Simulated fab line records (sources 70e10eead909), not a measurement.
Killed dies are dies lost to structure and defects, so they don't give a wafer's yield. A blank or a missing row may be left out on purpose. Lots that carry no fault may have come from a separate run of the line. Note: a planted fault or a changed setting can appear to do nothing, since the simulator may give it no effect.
A lot that was struck, set against a sound lot || flow nand_harc || 14 out of 1302 route steps
Sound: the wafers L165.4, L165.5, L165.6. Wafers struck: L156.3, L156.5, L156.6. Last of all comes the cause.
Per side, at each step with rows, come the tool, then ch with its chambers, and then its first start. Under that, the readings that differ: sound wafers || struck wafers || difference of the means || sigmas: that difference in standard deviations of wafers without a fault.
alike: a reading whose means differ by less than 2 such deviations, as well as words and numbers matching on both sides. not compared: withheld readings; readings where some wafer has no value; bounds like >300 that might hide an equal value; numbers whose values overlap and for which the record gives no deviation.
The two part at a step that has a row with sigmas, a row that says differs or no value, or rows on one side only. Non-overlapping numbers with no deviation appear without sigmas and do not part them. A reading missing from all wafers of one side parts the sides only when that side holds two or more wafers.

NHARC_THIN_TSV_DEP_43: deposits SiO2, target thk 1328.5 nm.
  sound on pecvd-02 ch 0,1,2, day 32 12:17; struck on pecvd-02 ch 0,1, day 29 04:10
  alike: throttle_valve_pct
then, 8 steps without rows for these wafers: NHARC_THIN_TSV_DEHYDRATE_04 (time 120 s); NHARC_THIN_TSV_HMDS_05 (time 30 s); NHARC_THIN_TSV_COAT_06; NHARC_THIN_TSV_SOFTBAKE_07 (time 95 s); NHARC_THIN_TSV_EBR_08; NHARC_THIN_TSV_EXPOSE_09 (exposes mask TSV); NHARC_THIN_TSV_PEB_10 (peb time 85 s); NHARC_THIN_TSV_DEVELOP_11 (time 70 s).
NHARC_THIN_TSV_CD_MEAS_12: the cd target is 1000 nm.
  sound on cd_sem-02 ch 0, day 32 12:59; struck on cd_sem-02 ch 0, day 29 05:00
  alike: cd_nm
then, 1 step without rows for these wafers: NHARC_THIN_TSV_HARDBAKE_13 (time 80 s).
NHARC_THIN_TSV_DESCUM_14: chemistry O2, time 3 s.
  sound on rie_diel-10 ch 0,1,2, day 32 13:10; struck on rie_diel-10 ch 0,2,3, day 29 05:10
  alike: drypump_motor_current_A, oes_product_au, rf_vpp_V, showerhead_plenum_p_Torr, throttle_valve_pct
  not compared: rf_hours_counter_h
NHARC_THIN_TSV_ETCH_44: etches the open film in CF4/O2, target depth 1594.2 nm, time 797.1 s.
  sound on rie_diel-10 ch 0,1,2, day 32 13:28; struck on rie_diel-10 ch 1,2, day 29 05:14
  no value came back on the struck wafers for any of 7 readings (bias_w (W), cf4_flow_sccm (sccm) and others); on the sound wafers bias_w (W) reads 801.7 795.5 804.0
  not compared: rf_hours_counter_h
NHARC_THIN_TSV_ETCH_15: target depth 3000 nm, bosch target overetch cycles 2, bosch etch step 2.8 s.
  sound on rie_si-01 ch 0,1, day 32 13:55; struck on rie_si-06 ch 0,3, day 29 05:49
  alike: drypump_motor_current_A
  not compared: rf_hours_counter_h

== WHERE THEY PART ==
Within this record, at NHARC_THIN_TSV_ETCH_44 only. Later steps at which nothing parts them and some readings are alike: NHARC_THIN_TSV_ETCH_15.

WHY: what had been put in by the simulator
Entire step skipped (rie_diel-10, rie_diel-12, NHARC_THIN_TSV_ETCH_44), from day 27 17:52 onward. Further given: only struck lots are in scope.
